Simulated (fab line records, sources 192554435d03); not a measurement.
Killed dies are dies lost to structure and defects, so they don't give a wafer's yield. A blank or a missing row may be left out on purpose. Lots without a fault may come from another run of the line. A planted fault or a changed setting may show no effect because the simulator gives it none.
A struck lot beside a sound one | flow n5_finfet | 34 steps out of a route of 1938
Sound: wafers L260.1, L260.4, L260.6. Struck: wafer L270.1. (L270.3, L270.6 of the same lot were not struck and are left out.) The cause comes at the end.
At each step with rows: each side's tool, then ch and its chambers, then its first start. Under that, the readings that differ: sound wafers | struck wafers | difference of the means | sigmas: that difference in standard deviations of wafers without a fault.
alike: readings whose means differ by less than 2 such deviations, and words and numbers that are the same on both sides. not compared: withheld readings, readings that some wafer has no value for, bounds like >300 that may hide the same value, and numbers for which the record gives no deviation and whose values overlap.
The two part at a step that has a row with sigmas, a row that says differs or no value, or rows on one side only. Numbers that don't overlap but have no deviation are shown without sigmas and don't part them. A reading that every wafer of one side lacks parts them only if that side has two wafers or more.

first, 8 steps without rows for these wafers: N5_ILD0_LINER_00 (material SiNx, target thk 4 nm, pulse time 1 s, purge time 2 s); N5_ILD0_FCVD_FILL_01 (material SiO2 flowable, target thk 200 nm, time 328.3 s); N5_ILD0_CURE_02 (time 1800 s); N5_ILD0_CMP_03 (polishes, stops on SiNx, t overpolish 1.9 s, target thk 197.38 nm); N5_ILD0_CMP_07 (polishes SiO2 flowable, stops on poly-Si, t overpolish 1.18 s, target thk 138.88 nm); N5_ILD0_PRECLEAN_10 (cleans in NF3:NH3, afs cycles 5, time 20 s, sublimation time 60 s); N5_ILD0_ALD_15 (deposits SiNx, target thk 24 nm, pulse time 1 s, ald cycles 480); N5_ILD0_CMP_12 (polishes SiNx, stops on poly-Si, t overpolish 6 s, target thk 17.67 nm).
N5_SDB_HM_DEP_00: deposits SiNx from SiH4/NH3/N2, target thk 40 nm, time 35.3 s.
  sound on pecvd-03 ch 0,1, day 4 07:23; struck on pecvd-03 ch 0, day 6 19:53
  reading                                 | sound          | struck | difference | sigmas
  model.SiNx_of_SDB_HM_DEP_00.thk_nm (nm) | 40.2 39.6 40.4 | 67.8   | +27.7      |
  alike: heater_power_outer_w, heater_power_w, showerhead_plenum_p_Torr, throttle_valve_pct
then, 13 steps without rows for these wafers: N5_SDB_COAT_03 (time 60 s, resist thk 100 nm); N5_SDB_COAT_04 (time 60 s, resist thk 18 nm); N5_SDB_COAT_05 (resist thk 90 nm); N5_SDB_EBR_07; N5_SDB_SOFTBAKE_06 (time 60 s); N5_SDB_EXPOSE_08 (exposes mask SDB); N5_SDB_PEB_09 (peb time 60 s); N5_SDB_DEVELOP_10 (develop time 30 s); N5_SDB_DESCUM_16 (chemistry O2, time 7.9 s); N5_SDB_ETCH_17 (etches SiARC in CF4, target depth 23.4 nm, time 39 s); N5_SDB_ETCH_18 (etches SOC in N2/H2, target depth 100 nm, overetch 20 nm, time 150 s); N5_SDB_STRIP_19 (strips in N2/H2); N5_SDB_STRIP_21 (strips in CF4).
N5_SDB_HM_OPEN_20: chemistry CH3F/O2, target SiNx, stops on poly-Si, target depth 24 nm.
  sound on rie_diel-05 ch 2,3, day 4 08:01; struck on rie_diel-05 ch 0, day 6 21:05
  reading                         | sound            | struck | difference | sigmas
  rf_vpp_V (V)                    | 305 305 302      | 292    | -12        | -2
  showerhead_plenum_p_Torr (Torr) | 2.12 2.07 2.07   | 1.85   | -0.24      | -3
  model.etch.depth_nm (nm)        | 24.3 23.65 24.42 | 33.41  | +9.29      |
  alike: drypump_motor_current_A, oes_product_au, throttle_valve_pct
  not compared: rf_hours_counter_h
then, 5 steps without rows for these wafers: N5_SDB_STRIP_22 (strips in N2/H2); N5_SDB_PRECLEAN_23 (cleans in dHF, time 30 s); N5_SDB_DUMMY_REMOVE_24 (chemistry TMAH, target poly-Si, stops on SiO2, target depth 142 nm, time 57 s, rinse time 30 s); N5_SDB_ETCH_25 (etches SiO2 in C4F6/O2, target depth 10 nm, time 3.3 s); N5_SDB_CUT_ETCH_26 (etches Si in HBr/Cl2/O2, target depth 129.6 nm, bt time 20 s, time 51.8 s).
N5_SDB_PRECLEAN_38: cleans in dHF, time 10 s.
  sound on wet_bench-02 ch 1,2,6, day 4 08:34; struck on wet_bench-01 ch 7, day 6 21:37
  reading                                 | sound          | struck | difference | sigmas
  model.SiNx_of_SDB_HM_DEP_00.thk_nm (nm) | 22.4 22.4 22.6 | 49.8   | +27.3      |
then, 3 steps without rows for these wafers: N5_SDB_PRECLEAN_39 (cleans in O3/DIW, time 45 s); N5_SDB_SRD_28 (time 30 s); N5_SDB_ALD_29 (deposits SiNx, target thk 30 nm, pulse time 1 s, ald cycles 600).
N5_SDB_CMP_30: polishes, stops on poly-Si, t overpolish 1.54 s, target thk 30 nm.
  sound on cmp-01 ch 0,1, day 4 11:22; struck on cmp-04 ch 0, day 7 00:58
  reading                | sound          | struck | difference | sigmas
  time_to_endpoint_s (s) | 14.2 20.1 17.6 | 26.1   | +8.8       | +4
  alike: head_pressure_psi, motor_current_A
-- the record jumps here: 10 days lie between the struck wafers' starts before and after (it left off in module SDB and takes up again in module PASSIVATION, whose first step shown is number 1936 of the route) --
N5_PASSIVATION_PROBE_49:
  the record has rows for the struck wafers here (prober-01, day 17 10:17) and none for the sound ones

WHERE THEY PART
First at N5_SDB_HM_OPEN_20; last, within this record, at N5_PASSIVATION_PROBE_49.

WHY: what the simulator had put in
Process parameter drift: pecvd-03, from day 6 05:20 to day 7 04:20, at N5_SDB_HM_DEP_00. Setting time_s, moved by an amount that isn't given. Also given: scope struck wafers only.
